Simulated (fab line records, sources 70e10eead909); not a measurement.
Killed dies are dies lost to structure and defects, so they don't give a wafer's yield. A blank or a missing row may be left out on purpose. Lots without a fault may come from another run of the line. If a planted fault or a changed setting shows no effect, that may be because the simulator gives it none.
Which of the tools did it?	flow nand_harc	12 lots with 36 wafers sampled at 6 steps, on a route of 1159 steps

## WHAT THE GAUGES READ, wafer by wafer
NHARC_A_SGD_CUT_CD_MEAS_09: target cd 100 nm.
lot	measured	on	cd_nm (nm)
L075	day 14 02:27	cd_sem-02	99.8 99.9 100.7
L076	day 14 11:41	cd_sem-03	100.6 99.9 99.6
L078	day 14 16:50	cd_sem-01	99.4 100.5 100.5
L083	day 15 22:44	cd_sem-02	99.2 100.0 100.7
L082	day 16 08:44	cd_sem-02	100.4 99.9 101.0
L089	day 17 02:43	cd_sem-01	100.3 100.0 99.2
L087	day 17 04:10	cd_sem-02	100.0 99.7 99.8
L088	day 17 16:25	cd_sem-02	99.6 99.9 99.8
L090	day 18 07:23	cd_sem-01	100.1 99.7 100.7
L094	day 18 16:07	cd_sem-03	99.4 99.8 100.2
L096	day 18 21:54	cd_sem-03	99.9 100.2 99.8
L097	day 19 19:42	cd_sem-01	100.7 100.7 100.6

## TOOL THAT RAN EACH LOT (tool first, then ch and the chambers of the sampled wafers, then the start)
lot	NHARC_A_STAIRCASE_STRIP_175	NHARC_A_STAIRCASE_STRIP_205	NHARC_A_STAIRCASE_ALD_415	NHARC_A_STAIRCASE_DEP_325	NHARC_A_STAIRCASE_STRIP_475
L075	plasma_asher-02 ch 0,1, day 11 08:19	plasma_asher-02 ch 0,1, day 11 12:26	ald_hk-01 ch 1,2,3, day 12 05:19	pecvd-02 ch 0,1,2, day 13 12:00	rie_diel-02 ch 1,2,3, day 14 02:27 or earlier
L076	plasma_asher-01 ch 0, day 11 14:03	plasma_asher-01 ch 0,1, day 11 17:41	ald_hk-03 ch 0,1,3, day 12 09:52	pecvd-01 ch 0,1, day 13 19:36	rie_diel-02 ch 1,2,3, day 14 11:41 or earlier
L078	plasma_asher-01 ch 0,1, day 11 19:22	plasma_asher-01 ch 0,1, day 11 23:16	ald_hk-03 ch 0,3, day 12 17:53	pecvd-04 ch 1,2, day 14 03:10	rie_diel-05 ch 2,3, day 14 16:50 or earlier
L083	plasma_asher-01 ch 0,1, day 12 23:13	plasma_asher-02 ch 0,1, day 13 03:02	ald_hk-02 ch 0,2,3, day 14 00:34	pecvd-04 ch 0,1,2, day 15 07:50	rie_diel-02 ch 1,2,3, day 15 22:44 or earlier
L082	plasma_asher-01 ch 0,1, day 13 04:10	plasma_asher-02 ch 0,1, day 13 08:07	ald_hk-01 ch 0,1,2, day 14 05:41	pecvd-04 ch 0,1, day 15 17:43	rie_diel-02 ch 1,3, day 16 08:44 or earlier
L089	plasma_asher-02 ch 0,1, day 14 02:00	plasma_asher-01 ch 0,1, day 14 05:55	ald_hk-03 ch 1,2,3, day 15 03:44	pecvd-02 ch 0,1, day 16 10:06	rie_diel-13 ch 2,3, day 17 02:43 or earlier
L087	plasma_asher-01 ch 0,1, day 14 04:32	plasma_asher-01 ch 0,1, day 14 10:37	ald_hk-01 ch 0,1, day 15 09:02	pecvd-01 ch 1,2, day 16 10:26	rie_diel-02 ch 1,2, day 17 04:10 or earlier
L088	plasma_asher-02 ch 0,1, day 14 15:39	plasma_asher-02 ch 0,1, day 14 19:22	ald_hk-02 ch 1,2,3, day 15 15:47	pecvd-02 ch 0,1,2, day 17 03:04	rie_diel-02 ch 0,2,3, day 17 16:25 or earlier
L090	plasma_asher-02 ch 0,1, day 15 11:47	plasma_asher-02 ch 0,1, day 15 18:16	ald_hk-01 ch 1,2, day 16 12:50	pecvd-04 ch 0,1,2, day 17 20:07	rie_diel-05 ch 0,1,2, day 18 07:23 or earlier
L094	plasma_asher-02 ch 0,1, day 15 16:37	plasma_asher-01 ch 0,1, day 15 20:52	ald_hk-01 ch 1,2,3, day 16 17:09	pecvd-02 ch 0,1, day 18 02:02	rie_diel-02 ch 0,1,2, day 18 16:07 or earlier
L096	plasma_asher-01 ch 0,1, day 16 02:07	plasma_asher-01 ch 0,1, day 16 06:24	ald_hk-03 ch 0,3, day 17 01:34	pecvd-02 ch 0,1,2, day 18 06:34	rie_diel-13 ch 0,1,2, day 18 21:54 or earlier
L097	plasma_asher-02 ch 0,1, day 16 15:08	plasma_asher-02 ch 0,1, day 16 19:29	ald_hk-03 ch 0,1,3, day 17 17:17	pecvd-01 ch 1,2, day 19 05:35	rie_diel-05 ch 1,2, day 19 19:42 or earlier
- NHARC_A_STAIRCASE_STRIP_175: strips in O2.
- NHARC_A_STAIRCASE_STRIP_205: strips in O2.
- NHARC_A_STAIRCASE_ALD_415: deposits SiO2, target thk 30 nm, pulse time 6 s, ald cycles 300.
- NHARC_A_STAIRCASE_DEP_325: deposits SiO2, target thk 3800 nm.
- NHARC_A_STAIRCASE_STRIP_475: strips in O2, time 20 s.

## THE ANSWER, worked out from the rows above alone
Rule: the lots themselves supply what counts as usual. The widest of any qualifying gaps counts: lots, ordered by their means at a reading, are off when they make up no more than a third of the lots, leave a main group of 4 or more, and stand apart from it by 3 or more times the standard deviation of that group's means. If all means in a main group match to the digits the tables above print for the reading, that group is not used. Also off: a lot with no number at a reading for which 4 or more lots have one. All remaining lots with rows at the step are treated as sound.
Nothing can be told from this: no lot is off at any reading shown.

## WHAT THE SIMULATOR HAD INSERTED
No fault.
